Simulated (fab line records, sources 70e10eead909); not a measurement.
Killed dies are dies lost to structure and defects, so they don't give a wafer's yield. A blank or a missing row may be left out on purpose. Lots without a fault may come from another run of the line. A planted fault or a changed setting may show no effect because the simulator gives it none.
Chamber matching | flow nand_harc | NHARC_A_CHANNEL_FILL_D1_STRIP_28 on rie_diel-03: 4 sister chambers
The step strips in O2, time 20 s. 4 wafers are shown with their chamber, then 11 later ones without.

WAFERS WITH THEIR CHAMBER
wafer  | chamber | drypump_motor_current_A (A)
L084.1 | 1       | 5.1
L084.2 | 0       | 5.7
L084.4 | 2       | 6.1
L088.1 | 3       | 5.9

WAFERS WITHOUT THEIR CHAMBER
wafer  | drypump_motor_current_A (A)
L088.3 | 5.7
L088.6 | 5.0
L086.1 | 5.9
L086.3 | 6.1
L086.6 | 5.1
L094.1 | 5.0
L094.2 | 5.9
L094.4 | 6.1
L095.3 | 5.1
L095.4 | 6.1
L095.6 | 5.9

WHICH CHAMBER EACH WENT THROUGH
wafer  | from the rows above | in truth
L088.3 | 0                   | 0
L088.6 | 1                   | 1
L086.1 | 3                   | 3
L086.3 | 2                   | 2
L086.6 | 1                   | 1
L094.1 | 1                   | 1
L094.2 | 3                   | 3
L094.4 | 2                   | 2
L095.3 | 1                   | 1
L095.4 | 2                   | 2
L095.6 | 3                   | 3
Placed correctly: 11 of 11. Can't be placed from these rows: 0. Placed wrongly: 0.
How it was worked out, from the rows above alone: a wafer's distance from a chamber is the root of the sum, over the readings, of the square of ((its reading less the chamber's mean) divided by the reading's scatter). The wafer belongs to the nearest chamber; if the next one is less than 2 further off, it can't be placed. A chamber's mean is the mean of its shown wafers. The scatter: with one shown wafer a chamber, the root of the mean of the squares of how far each hidden wafer lies from its nearest shown one.
